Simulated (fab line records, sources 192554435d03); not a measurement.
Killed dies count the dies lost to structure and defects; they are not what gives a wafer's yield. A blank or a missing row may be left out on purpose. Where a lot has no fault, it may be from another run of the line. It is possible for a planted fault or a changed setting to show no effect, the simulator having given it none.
Which tool did it? ; flow n5_finfet ; route of 1938 steps, sampled at 1 step: 11 lots, 32 wafers

== WHAT EACH GAUGE READ, for each wafer ==
N5_BEOL_M12_INSPECT_30: inspects for defects (macro). Usual: 2.1 for raw_defect_count, sd 1.4.
lot;measured;on;raw_defect_count;flag
L932;day 10 13:23;defect_inspect-01;3 3 5;
L933;day 10 15:33;defect_inspect-01;1 2 2;
L935;day 11 06:52;defect_inspect-02;0 3 2;
L939;day 11 22:19;defect_inspect-02;1 2 0;
L943;day 13 07:15;defect_inspect-02;3 0 3;
L941;day 13 08:07;defect_inspect-02;4 2 1;
L945;day 14 00:05;defect_inspect-01;4 1;
L946;day 14 08:27;defect_inspect-01;1 2 2;
L948;day 14 08:35;defect_inspect-01;2 3 1;
L947;day 14 10:16;defect_inspect-01;2 3 1;
L952;day 16 04:38;defect_inspect-02;4 4 3;

== TOOL THAT RAN EACH LOT (tool first, then ch and the chambers of the sampled wafers, then the start) ==
The record shows no process step preceding these readings.

== WHAT THE TOOLS THEMSELVES READ (means of the sampled wafers that have a number; where no wafer has one, the mark that the record gives instead) ==
The record holds no such reading with a usual standard deviation.

== THE ANSWER, worked out from the rows above alone ==
Rule: a lot is off if the mean of its wafers that have a number lies more than 3 standard deviations from the usual mean. A lot without any number at a reading at which 4 lots or more have one is off too. Any other lot the step has rows for is counted as sound. First the gauges in route order, then the tools' own readings, where a lot's mean is used as printed above. The first step at which some lot is off is used, and at that step the reading that is off furthest; a lot without a number counts as furthest.
Across all readings shown, no lot is off: no conclusion can be drawn from this.

== WHAT THE SIMULATOR HAD INSERTED ==
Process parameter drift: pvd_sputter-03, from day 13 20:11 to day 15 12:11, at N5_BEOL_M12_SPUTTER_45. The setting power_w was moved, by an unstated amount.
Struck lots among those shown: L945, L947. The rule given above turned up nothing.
